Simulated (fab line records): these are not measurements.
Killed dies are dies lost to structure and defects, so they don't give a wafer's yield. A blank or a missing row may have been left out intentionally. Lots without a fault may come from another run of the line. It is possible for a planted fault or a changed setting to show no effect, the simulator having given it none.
Which tool did it?	flow n5-finfet	Sampling: 24 lots, 72 wafers, 5 of 1938 route steps

WHAT EACH GAUGE READ, for each wafer
N5_MOL_CONTACT_COAG_THK_MEAS_29. Usual: MD_CAP_THK typically reads 17.93 nm, with standard deviation 0.12.
lot	measured	on	MD_CAP_THK (nm)	flag
L074	day 5 14:32	film-metro-01	18.06 17.95 18.09	
L075	day 5 16:23	film-metro-01	18.00 18.06 18.03	
L076	day 5 16:18	film-metro-02	18.04 18.09 17.98	
L077	day 5 17:55	film-metro-01	17.98 17.94 17.97	
L078	day 6 05:43	film-metro-02	17.99 18.09 17.88	
L079	day 6 11:44	film-metro-01	17.88 17.69 17.91	
L080	day 6 18:06	film-metro-01	17.79 17.90 17.69	
L081	day 7 01:22	film-metro-02	18.09 18.10 18.06	
L082	day 7 04:43	film-metro-01	17.84 17.83 17.73	
L083	day 7 10:22	film-metro-01	17.79 17.94 17.88	
L084	day 7 19:44	film-metro-01	18.09 18.11 17.98	
L085	day 8 03:44	film-metro-01	17.93 17.76 17.81	
L086	day 8 06:47	film-metro-01	18.09 18.03 18.07	
L087	day 8 08:59	film-metro-02	18.03 18.10 18.04	
L088	day 8 12:53	film-metro-01	18.12 18.02 18.10	
L089	day 8 23:41	film-metro-01	18.04 17.84 18.02	
L090	day 9 03:11	film-metro-02	17.61 17.69 17.85	
L091	day 9 06:22	film-metro-01	17.77 17.67 17.74	
L092	day 9 12:32	film-metro-02	17.91 17.69 17.82	
L093	day 9 17:58	film-metro-01	17.88 17.96 17.87	
L094	day 10 07:09	film-metro-02	18.06 17.79 17.78	
L095	day 10 10:11	film-metro-01	17.84 17.87 17.91	
L096	day 10 13:22	film-metro-01	17.99 18.00 18.00	
L097	day 10 23:05	film-metro-01	17.87 17.92 17.77	

N5_MOL_CONTACT_COAG_INSPECT_57: inspects for defects (brightfield). Usual: 200 for raw-defect-count, sd 49.
lot	measured	on	raw-defect-count	flag
L074	day 5 15:30	defect-inspect-02	129 217 144	
L075	day 5 18:31	defect-inspect-01	213 248 346	
L076	day 5 17:49	defect-inspect-02	121 149 180	
L077	day 5 19:32	defect-inspect-02	223 163 281	
L078	day 6 07:07	defect-inspect-01	283 271 249	
L079	day 6 12:42	defect-inspect-01	227 237 250	
L080	day 6 19:11	defect-inspect-02	170 163 215	
L081	day 7 02:27	defect-inspect-02	147 102 148	
L082	day 7 06:22	defect-inspect-02	219 152 133	
L083	day 7 11:19	defect-inspect-01	283 249 291	
L084	day 7 20:43	defect-inspect-02	132 274 182	
L085	day 8 05:30	defect-inspect-02	240 229 260	
L086	day 8 07:46	defect-inspect-02	150 191 230	
L087	day 8 11:05	defect-inspect-01	287 189 148	
L088	day 8 13:58	defect-inspect-01	200 163 134	
L089	day 9 00:46	defect-inspect-02	173 322 276	
L090	day 9 04:16	defect-inspect-01	142 199 136	
L091	day 9 07:20	defect-inspect-01	176 298 241	
L092	day 9 14:16	defect-inspect-02	158 111 234	
L093	day 9 19:03	defect-inspect-02	234 160 230	
L094	day 10 08:07	defect-inspect-01	207 202 170	
L095	day 10 11:11	defect-inspect-02	227 183 196	
L096	day 10 14:20	defect-inspect-01	159 183 215	
L097	day 11 00:04	defect-inspect-01	186 159 178	

EACH LOT AND THE TOOL THAT RAN IT (in order: tool; ch and the chambers of the sampled wafers; start)
lot	N5_MOL_CONTACT_COAG_ETCH_105	N5_MOL_CONTACT_COAG_PRE_CLEAN_142	N5_MOL_CONTACT_COAG_ALD_123
L074	rie-diel-01 ch 1,2,3, day 5 03:57	pvd-sputter-02, day 5 11:37	ald-sin-03 ch 0,1, day 5 14:34
L075	rie-diel-04 ch 0,1,2, day 5 04:10	pvd-sputter-02, day 5 13:27	ald-sin-01 ch 0,1, day 5 17:35
L076	rie-diel-04 ch 0,2,3, day 5 06:20	pvd-sputter-03, day 5 13:23	ald-sin-03 ch 0,3, day 5 16:46
L077	rie-diel-01 ch 1,2, day 5 09:34	pvd-sputter-02, day 5 14:14	ald-sin-04 ch 1,2, day 5 18:36
L078	rie-diel-04 ch 0,2,3, day 5 19:49	pvd-sputter-03, day 6 02:47	ald-sin-01 ch 0,1,2, day 6 06:04
L079	rie-diel-04 ch 0,2,3, day 6 00:20	pvd-sputter-02, day 6 08:20	ald-sin-01 ch 0,2,3, day 6 11:46
L080	rie-diel-01 ch 0,1,2, day 6 08:23	pvd-sputter-03, day 6 14:27	ald-sin-01 ch 0,2, day 6 18:08
L081	rie-diel-01 ch 0,1,2, day 6 17:07	pvd-sputter-03, day 6 22:18	ald-sin-04 ch 0,1,2, day 7 01:24
L082	rie-diel-01 ch 1,3, day 6 18:43	pvd-sputter-02, day 7 01:43	ald-sin-04 ch 1,2, day 7 05:17
L083	rie-diel-01 ch 0,1,2, day 7 00:57	pvd-sputter-03, day 7 07:18	ald-sin-04 ch 1,2,3, day 7 10:23
L084	rie-diel-04 ch 2,3, day 7 10:43	pvd-sputter-03, day 7 16:49	ald-sin-04 ch 0,2, day 7 19:47
L085	rie-diel-04 ch 1,2, day 7 18:40	pvd-sputter-01, day 8 00:47	ald-sin-01 ch 0,3, day 8 04:26
L086	rie-diel-01 ch 0,1, day 7 21:31	pvd-sputter-01, day 8 03:08	ald-sin-01 ch 0,1,3, day 8 06:49
L087	rie-diel-04 ch 0,1, day 8 00:05	pvd-sputter-01, day 8 06:01	ald-sin-04 ch 1,2,3, day 8 10:08
L088	rie-diel-05 ch 1,2, day 8 03:24	pvd-sputter-02, day 8 08:24	ald-sin-04 ch 0,3, day 8 12:55
L089	rie-diel-04 ch 1,2,3, day 8 12:39	pvd-sputter-01, day 8 20:46	ald-sin-03 ch 1,2, day 8 23:43
L090	rie-diel-01 ch 2,3, day 8 18:47	pvd-sputter-01, day 9 00:16	ald-sin-01 ch 1,3, day 9 03:20
L091	rie-diel-04 ch 0,1, day 8 20:32	pvd-sputter-01, day 9 03:26	ald-sin-03 ch 1,2,3, day 9 06:25
L092	rie-diel-04 ch 0,2,3, day 9 03:08	pvd-sputter-02, day 9 09:29	ald-sin-04 ch 1,2, day 9 13:12
L093	rie-diel-05 ch 0,1,2, day 9 10:02	pvd-sputter-01, day 9 15:02	ald-sin-01 ch 0,1,3, day 9 18:00
L094	rie-diel-05 ch 0,1,2, day 9 19:50	pvd-sputter-02, day 10 04:13	ald-sin-01 ch 0,1,2, day 10 07:11
L095	rie-diel-05 ch 0,3, day 10 01:47	pvd-sputter-03, day 10 07:16	ald-sin-01 ch 1,3, day 10 10:16
L096	rie-diel-05 ch 0,1,2, day 10 03:46	pvd-sputter-02, day 10 10:26	ald-sin-04 ch 0,3, day 10 13:24
L097	rie-diel-01 ch 0,2,3, day 10 14:20	pvd-sputter-01, day 10 20:02	ald-sin-01 ch 1,3, day 10 23:07
- N5_MOL_CONTACT_COAG_ETCH_105: etches SiARC in CF4, target depth 15.6 nm, time 26 s.
- N5_MOL_CONTACT_COAG_PRE_CLEAN_142: time 60 s.
- N5_MOL_CONTACT_COAG_ALD_123: deposits SiNx, target thk 5 nm, pulse time 1 s, purge time 2 s.

AS READ BY THE TOOLS THEMSELVES (means over the sampled wafers that have a number; for cases with no such wafer, the mark the record gives instead)
N5_MOL_CONTACT_COAG_ETCH_105. Usual: for bias-w, 36.00 W with a standard deviation of 0.11; for drypump-motor-current-A, 5.9 A with a standard deviation of 0.42; for etch-rf-on-time-s, 26.0 s with a standard deviation of 0.69; for oes-product-au, 0.68 a.u. with a standard deviation of 0.066; for rf-vpp-V, 184.4 V with a standard deviation of 1.1; for showerhead-plenum-p-Torr, 2.18 Torr with a standard deviation of 0.054; for throttle-valve-pct, 15.54 % with a standard deviation of 0.19.
lot	tool	bias-w (W)	drypump-motor-current-A (A)	etch-rf-on-time-s (s)	oes-product-au (a.u.)	rf-vpp-V (V)	showerhead-plenum-p-Torr (Torr)	throttle-valve-pct (%)	flag
L074	rie-diel-01	35.96	6.0	26.4	0.63	183.9	2.13	15.56	
L075	rie-diel-04	35.97	5.7	25.8	0.71	184.2	2.16	15.59	
L076	rie-diel-04	36.02	5.5	25.5	0.65	183.9	2.16	15.66	
L077	rie-diel-01	36.11	5.8	26.0	0.61	183.2	2.13	15.73	
L078	rie-diel-04	36.01	5.5	25.6	0.64	184.5	2.16	15.66	
L079	rie-diel-04	36.05	5.5	25.5	0.64	184.4	2.16	15.66	
L080	rie-diel-01	36.03	5.9	26.1	0.65	185.2	2.18	15.59	
L081	rie-diel-01	35.93	5.9	26.5	0.65	184.9	2.18	15.60	
L082	rie-diel-01	35.99	6.3	26.9	0.62	183.5	2.13	15.53	
L083	rie-diel-01	36.05	5.9	26.2	0.65	184.6	2.17	15.60	
L084	rie-diel-04	35.95	5.7	25.5	0.67	184.3	2.18	15.55	
L085	rie-diel-04	35.97	6.1	26.4	0.74	185.2	2.18	15.50	
L086	rie-diel-01	35.97	6.1	26.2	0.67	184.7	2.21	15.61	
L087	rie-diel-04	35.86	5.5	25.8	0.65	184.4	2.13	15.77	
L088	rie-diel-05	36.08	6.0	25.9	0.78	185.1	2.25	15.52	
L089	rie-diel-04	35.97	5.9	25.7	0.68	184.2	2.18	15.58	
L090	rie-diel-01	36.01	5.9	26.5	0.63	184.1	2.13	15.46	
L091	rie-diel-04	36.06	5.5	26.1	0.64	183.3	2.12	15.79	
L092	rie-diel-04	36.02	5.5	25.4	0.62	183.7	2.15	15.72	
L093	rie-diel-05	36.02	5.9	26.0	0.73	185.3	2.23	15.42	
L094	rie-diel-05	35.88	5.9	25.7	0.74	185.0	2.23	15.43	
L095	rie-diel-05	35.97	6.0	25.0	0.71	185.5	2.25	15.30	
L096	rie-diel-05	36.04	5.9	26.3	0.72	185.0	2.23	15.44	
L097	rie-diel-01	36.07	6.1	26.4	0.63	184.1	2.16	15.50	

N5_MOL_CONTACT_COAG_PRE_CLEAN_142. Usual: 465 W for heater-power-w, sd 65.
lot	tool	heater-power-w (W)	flag
L074	pvd-sputter-02	459	
L075	pvd-sputter-02	461	
L076	pvd-sputter-03	483	
L077	pvd-sputter-02	419	
L078	pvd-sputter-03	506	
L079	pvd-sputter-02	479	
L080	pvd-sputter-03	491	
L081	pvd-sputter-03	473	
L082	pvd-sputter-02	469	
L083	pvd-sputter-03	469	
L084	pvd-sputter-03	467	
L085	pvd-sputter-01	478	
L086	pvd-sputter-01	484	
L087	pvd-sputter-01	412	
L088	pvd-sputter-02	479	
L089	pvd-sputter-01	523	
L090	pvd-sputter-01	462	
L091	pvd-sputter-01	479	
L092	pvd-sputter-02	473	
L093	pvd-sputter-01	412	
L094	pvd-sputter-02	464	
L095	pvd-sputter-03	492	
L096	pvd-sputter-02	507	
L097	pvd-sputter-01	404	

N5_MOL_CONTACT_COAG_ALD_123. Usual: heater-power-w 870 W, standard deviation 100; precursor-pulse-height-rel 1.000, standard deviation 0.018.
lot	tool	heater-power-w (W)	precursor-pulse-height-rel	flag
L074	ald-sin-03	802	1.011	
L075	ald-sin-01	800	1.010	
L076	ald-sin-03	805	0.998	
L077	ald-sin-04	881	0.969	
L078	ald-sin-01	911	1.018	
L079	ald-sin-01	974	1.008	
L080	ald-sin-01	1021	0.996	
L081	ald-sin-04	862	0.994	
L082	ald-sin-04	910	1.010	
L083	ald-sin-04	873	1.020	
L084	ald-sin-04	891	0.998	
L085	ald-sin-01	934	0.987	
L086	ald-sin-01	852	0.995	
L087	ald-sin-04	868	0.999	
L088	ald-sin-04	779	0.982	
L089	ald-sin-03	804	0.990	
L090	ald-sin-01	797	0.998	
L091	ald-sin-03	861	0.998	
L092	ald-sin-04	881	0.999	
L093	ald-sin-01	854	0.986	
L094	ald-sin-01	923	0.986	
L095	ald-sin-01	838	1.008	
L096	ald-sin-04	787	0.991	
L097	ald-sin-01	788	1.009	

THE ANSWER, worked out from the rows above alone
Rule: take the mean of a lot's wafers that have a number; if it is more than 3 standard deviations from the usual mean, the lot is off. Also off: a lot with no number at a reading for which 4 or more lots have one. All remaining lots with rows at the step are treated as sound. First the gauges in route order, then the tools' own readings, where a lot's mean is used as printed above. The first step at which some lot is off is used, and at that step the reading that is off furthest; a lot without a number counts as furthest.
None of the lots is off at any reading shown; this tells nothing.

WHAT THE SIMULATOR HAD PUT IN
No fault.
